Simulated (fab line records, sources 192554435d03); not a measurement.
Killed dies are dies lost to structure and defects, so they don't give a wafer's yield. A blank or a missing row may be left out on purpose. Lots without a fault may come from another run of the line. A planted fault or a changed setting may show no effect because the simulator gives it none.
Which tool did it? | flow n5_finfet | 22 lots, 66 wafers sampled, at 4 steps of a route of 1938

WHAT THE GAUGES READ, wafer by wafer
N5_STI_FIN_REVEAL_FIN_H_MEAS_10. Usual: trench_depth_nm 52.2 nm, standard deviation 0.74.
lot  | measured    | on     | trench_depth_nm (nm) | flag
L074 | day 2 12:28 | ocd-02 | 52.3 52.7 51.6       |
L075 | day 2 20:28 | ocd-02 | 51.8 52.9 52.1       |
L076 | day 3 11:08 | ocd-01 | 51.9 51.7 52.3       |
L077 | day 3 13:35 | ocd-01 | 52.5 52.1 51.0       |
L078 | day 3 19:34 | ocd-02 | 53.1 53.5 52.7       |
L079 | day 3 20:39 | ocd-02 | 52.8 52.8 51.3       |
L080 | day 4 00:45 | ocd-02 | 51.9 51.4 51.9       |
L081 | day 4 07:06 | ocd-01 | 52.8 52.7 54.1       |
L083 | day 4 21:52 | ocd-02 | 51.8 51.8 50.7       |
L084 | day 5 00:50 | ocd-01 | 51.2 52.1 52.4       |
L086 | day 5 18:27 | ocd-01 | 50.6 51.6 51.4       |
L087 | day 6 00:58 | ocd-02 | 51.8 52.2 51.7       |
L088 | day 6 03:15 | ocd-01 | 53.1 52.8 51.9       |
L089 | day 6 07:53 | ocd-02 | 53.0 52.3 51.5       |
L090 | day 6 14:25 | ocd-02 | 52.1 51.5 52.2       |
L091 | day 6 20:04 | ocd-01 | 52.7 53.0 52.2       |
L092 | day 7 02:29 | ocd-01 | 52.4 51.1 52.0       |
L093 | day 7 08:40 | ocd-02 | 51.7 51.5 52.4       |
L094 | day 7 12:17 | ocd-02 | 51.9 52.4 52.1       |
L095 | day 7 19:31 | ocd-02 | 51.1 50.8 51.5       |
L096 | day 8 03:22 | ocd-01 | 52.4 52.3 52.9       |
L097 | day 8 07:07 | ocd-02 | 52.5 52.6 51.9       |

N5_DUMMY_GATE_INSPECT_17: inspects for defects (brightfield). Usual: raw_defect_count 189, standard deviation 49.
lot  | measured    | on                | raw_defect_count | flag
L074 | day 2 21:10 | defect_inspect-01 | 210 216 182      |
L075 | day 3 05:44 | defect_inspect-02 | 309 175 157      |
L076 | day 3 20:39 | defect_inspect-02 | 150 134 169      |
L077 | day 4 00:38 | defect_inspect-02 | 123 111 109      |
L078 | day 4 04:32 | defect_inspect-02 | 124 125 127      |
L079 | day 4 08:27 | defect_inspect-01 | 184 184 253      |
L080 | day 4 12:28 | defect_inspect-01 | 213 200 238      |
L081 | day 4 17:44 | defect_inspect-01 | 211 160 297      |
L083 | day 5 07:33 | defect_inspect-01 | 88 217 149       |
L084 | day 5 10:45 | defect_inspect-01 | 196 202 157      |
L086 | day 6 05:14 | defect_inspect-02 | 206 255 202      |
L087 | day 6 10:14 | defect_inspect-02 | 151 160 121      |
L088 | day 6 16:20 | defect_inspect-02 | 167 240 273      |
L089 | day 6 20:14 | defect_inspect-02 | 231 188 209      |
L090 | day 7 04:44 | defect_inspect-01 | 210 295 218      |
L091 | day 7 11:43 | defect_inspect-02 | 209 154 165      |
L092 | day 7 12:35 | defect_inspect-02 | 115 132 195      |
L093 | day 7 19:37 | defect_inspect-02 | 142 214 151      |
L094 | day 7 20:56 | defect_inspect-01 | 240 180 273      |
L095 | day 8 04:24 | defect_inspect-02 | 220 261 194      |
L096 | day 8 13:59 | defect_inspect-01 | 199 119 174      |
L097 | day 8 15:55 | defect_inspect-02 | 141 127 156      |

WHICH TOOL RAN EACH LOT (tool, then ch and the chambers of the sampled wafers, then the start)
lot  | N5_FIN_CUT_CUT_ETCH_26            | N5_STI_FIN_REVEAL_STRIP_24
L074 | rie_diel-06 ch 0,2,3, day 2 02:59 | rie_diel-03 ch 1,2,3, day 2 09:33
L075 | rie_diel-01 ch 0,3, day 2 10:27   | rie_diel-02 ch 1,2,3, day 2 17:32
L076 | rie_diel-06 ch 0,2, day 2 15:58   | rie_diel-02 ch 0,2, day 3 08:12
L077 | rie_diel-01 ch 0,1,3, day 2 21:32 | rie_diel-04 ch 1,3, day 3 10:40
L078 | rie_diel-01 ch 1,2,3, day 3 03:05 | rie_diel-02 ch 0,1,3, day 3 16:38
L079 | rie_diel-06 ch 2,3, day 3 08:43   | rie_diel-03 ch 1,2,3, day 3 17:32
L080 | rie_diel-05 ch 0,1, day 3 15:20   | rie_diel-02 ch 0,1,2, day 3 21:48
L081 | rie_diel-05 ch 1,2, day 3 21:13   | rie_diel-02 ch 0,1,3, day 4 04:11
L083 | rie_diel-06 ch 0,1, day 4 11:23   | rie_diel-03 ch 0,3, day 4 18:56
L084 | rie_diel-05 ch 0,1,3, day 4 15:44 | rie_diel-03 ch 0,2,3, day 4 21:55
L086 | rie_diel-06 ch 1,3, day 5 06:48   | rie_diel-04 ch 2,3, day 5 15:28
L087 | rie_diel-06 ch 0,2,3, day 5 15:34 | rie_diel-02 ch 1,2, day 5 22:03
L088 | rie_diel-01 ch 1,2,3, day 5 17:33 | rie_diel-03 ch 1,2,3, day 6 00:20
L089 | rie_diel-01 ch 1,2, day 5 21:59   | rie_diel-02 ch 0,2,3, day 6 04:59
L090 | rie_diel-01 ch 0,2,3, day 6 04:53 | rie_diel-02 ch 0,3, day 6 11:10
L091 | rie_diel-05 ch 0,1,3, day 6 10:03 | rie_diel-04 ch 0,2,3, day 6 17:07
L092 | rie_diel-01 ch 0,1,2, day 6 17:11 | rie_diel-02 ch 1,2,3, day 6 23:34
L093 | rie_diel-01 ch 0,1,2, day 6 22:10 | rie_diel-03 ch 1,2,3, day 7 05:44
L094 | rie_diel-01 ch 0,1, day 7 03:08   | rie_diel-04 ch 2,3, day 7 09:19
L095 | rie_diel-06 ch 0,1,2, day 7 09:40 | rie_diel-03 ch 0,1,2, day 7 16:35
L096 | rie_diel-05 ch 0,1,2, day 7 16:54 | rie_diel-02 ch 0,1,3, day 8 00:28
L097 | rie_diel-05 ch 1,2, day 7 21:44   | rie_diel-02 ch 0,1, day 8 04:12
- N5_FIN_CUT_CUT_ETCH_26: etches SiNx in CH3F/O2, target depth 39 nm, time 55.7 s.
- N5_STI_FIN_REVEAL_STRIP_24: strips in N2/H2, time 90 s.

WHAT THE TOOLS THEMSELVES READ (means of the sampled wafers that have a number; where no wafer has one, the mark that the record gives instead)
N5_FIN_CUT_CUT_ETCH_26. Usual: drypump_motor_current_A 5.9 A, standard deviation 0.44; oes_o_777_au 0.77 a.u., standard deviation 0.064; oes_product_au 0.77 a.u., standard deviation 0.067; rf_vpp_V 297 V, standard deviation 5; showerhead_plenum_p_Torr 2.02 Torr, standard deviation 0.081; throttle_valve_pct 16.35 %, standard deviation 0.24.
lot  | tool        | drypump_motor_current_A (A) | oes_o_777_au (a.u.) | oes_product_au (a.u.) | rf_vpp_V (V) | showerhead_plenum_p_Torr (Torr) | throttle_valve_pct (%) | flag
L074 | rie_diel-06 | 5.8                         | 0.77                | 0.77                  | 295          | 1.98                            | 16.47                  |
L075 | rie_diel-01 | 5.7                         | 0.80                | 0.79                  | 296          | 2.10                            | 16.28                  |
L076 | rie_diel-06 | 5.4                         | 0.72                | 0.72                  | 296          | 1.94                            | 16.68                  |
L077 | rie_diel-01 | 5.8                         | 0.82                | 0.82                  | 299          | 2.10                            | 16.19                  |
L078 | rie_diel-01 | 6.1                         | 0.78                | 0.78                  | 297          | 2.03                            | 16.13                  |
L079 | rie_diel-06 | 6.3                         | 0.80                | 0.80                  | 296          | 2.03                            | 16.27                  |
L080 | rie_diel-05 | 5.9                         | 0.75                | 0.75                  | 297          | 1.92                            | 16.23                  |
L081 | rie_diel-05 | 6.0                         | 0.72                | 0.71                  | 297          | 1.96                            | 16.24                  |
L083 | rie_diel-06 | 5.2                         | 0.77                | 0.77                  | 295          | 1.95                            | 16.71                  |
L084 | rie_diel-05 | 5.8                         | 0.74                | 0.74                  | 299          | 1.98                            | 16.37                  |
L086 | rie_diel-06 | 6.0                         | 0.87                | 0.88                  | 297          | 2.05                            | 16.29                  |
L087 | rie_diel-06 | 5.8                         | 0.74                | 0.75                  | 296          | 1.97                            | 16.51                  |
L088 | rie_diel-01 | 6.1                         | 0.76                | 0.76                  | 298          | 2.03                            | 16.17                  |
L089 | rie_diel-01 | 6.3                         | 0.76                | 0.77                  | 297          | 1.98                            | 16.13                  |
L090 | rie_diel-01 | 5.9                         | 0.77                | 0.77                  | 293          | 2.04                            | 16.30                  |
L091 | rie_diel-05 | 5.8                         | 0.74                | 0.74                  | 298          | 1.97                            | 16.40                  |
L092 | rie_diel-01 | 6.1                         | 0.79                | 0.79                  | 297          | 2.04                            | 16.21                  |
L093 | rie_diel-01 | 6.1                         | 0.79                | 0.79                  | 298          | 2.04                            | 16.22                  |
L094 | rie_diel-01 | 5.8                         | 0.82                | 0.83                  | 299          | 2.11                            | 16.28                  |
L095 | rie_diel-06 | 5.7                         | 0.75                | 0.76                  | 297          | 1.98                            | 16.53                  |
L096 | rie_diel-05 | 5.7                         | 0.71                | 0.72                  | 301          | 1.96                            | 16.41                  |
L097 | rie_diel-05 | 5.9                         | 0.70                | 0.69                  | 297          | 1.95                            | 16.29                  |

N5_STI_FIN_REVEAL_STRIP_24. Usual: drypump_motor_current_A 5.7 A, standard deviation 0.43; oes_product_au 0.76 a.u., standard deviation 0.065; rf_vpp_V 45.2 V, standard deviation 0.86; showerhead_plenum_p_Torr 3.36 Torr, standard deviation 0.12; temp_c 40.01 C, standard deviation 0.12; throttle_valve_pct 12.24 %, standard deviation 0.27.
lot  | tool        | drypump_motor_current_A (A) | oes_product_au (a.u.) | rf_vpp_V (V) | showerhead_plenum_p_Torr (Torr) | temp_c (C) | throttle_valve_pct (%) | flag
L074 | rie_diel-03 | 5.5                         | 0.85                  | 45.4         | 3.36                            | 40.05      | 12.01                  |
L075 | rie_diel-02 | 5.7                         | 0.76                  | 45.6         | 3.47                            | 40.03      | 12.34                  |
L076 | rie_diel-02 | 5.2                         | 0.74                  | 45.8         | 3.42                            | 40.02      | 12.41                  |
L077 | rie_diel-04 | 6.3                         | 0.69                  | 46.0         | 3.38                            | 39.97      | 12.33                  |
L078 | rie_diel-02 | 5.8                         | 0.76                  | 45.7         | 3.37                            | 40.02      | 12.13                  |
L079 | rie_diel-03 | 5.5                         | 0.83                  | 45.4         | 3.35                            | 39.98      | 12.02                  |
L080 | rie_diel-02 | 5.6                         | 0.74                  | 45.7         | 3.41                            | 40.01      | 12.30                  |
L081 | rie_diel-02 | 5.7                         | 0.75                  | 45.7         | 3.36                            | 40.01      | 12.14                  |
L083 | rie_diel-03 | 5.6                         | 0.74                  | 44.2         | 3.32                            | 39.98      | 12.32                  |
L084 | rie_diel-03 | 5.6                         | 0.77                  | 45.2         | 3.33                            | 40.10      | 12.20                  |
L086 | rie_diel-04 | 6.1                         | 0.88                  | 45.4         | 3.37                            | 40.00      | 12.11                  |
L087 | rie_diel-02 | 5.9                         | 0.73                  | 45.7         | 3.50                            | 39.91      | 12.42                  |
L088 | rie_diel-03 | 5.5                         | 0.81                  | 44.8         | 3.34                            | 39.93      | 12.08                  |
L089 | rie_diel-02 | 5.4                         | 0.73                  | 44.7         | 3.36                            | 40.01      | 12.32                  |
L090 | rie_diel-02 | 5.4                         | 0.74                  | 45.1         | 3.26                            | 40.07      | 12.11                  |
L091 | rie_diel-04 | 6.2                         | 0.78                  | 44.9         | 3.29                            | 40.07      | 12.34                  |
L092 | rie_diel-02 | 5.7                         | 0.73                  | 45.4         | 3.45                            | 40.07      | 12.43                  |
L093 | rie_diel-03 | 5.5                         | 0.79                  | 45.4         | 3.33                            | 39.99      | 12.11                  |
L094 | rie_diel-04 | 6.1                         | 0.85                  | 45.8         | 3.37                            | 39.99      | 12.15                  |
L095 | rie_diel-03 | 5.4                         | 0.80                  | 45.4         | 3.39                            | 40.00      | 12.04                  |
L096 | rie_diel-02 | 5.7                         | 0.73                  | 45.2         | 3.35                            | 40.03      | 12.22                  |
L097 | rie_diel-02 | 5.6                         | 0.73                  | 44.9         | 3.30                            | 40.04      | 12.15                  |

THE ANSWER, worked out from the rows above alone
Rule: a lot is off if the mean of its wafers that have a number lies more than 3 standard deviations from the usual mean. A lot without any number at a reading at which 4 lots or more have one is off too. The other lots that the step has rows for count as sound. The gauges are gone through in route order, then the tools' own readings, and for those a lot's mean is taken as printed above. The first step at which some lot is off is used, and at that step the reading that is off furthest; a lot without a number counts as furthest.
No lot is off at any reading shown: from this, nothing can be told.

WHAT THE SIMULATOR HAD PUT IN
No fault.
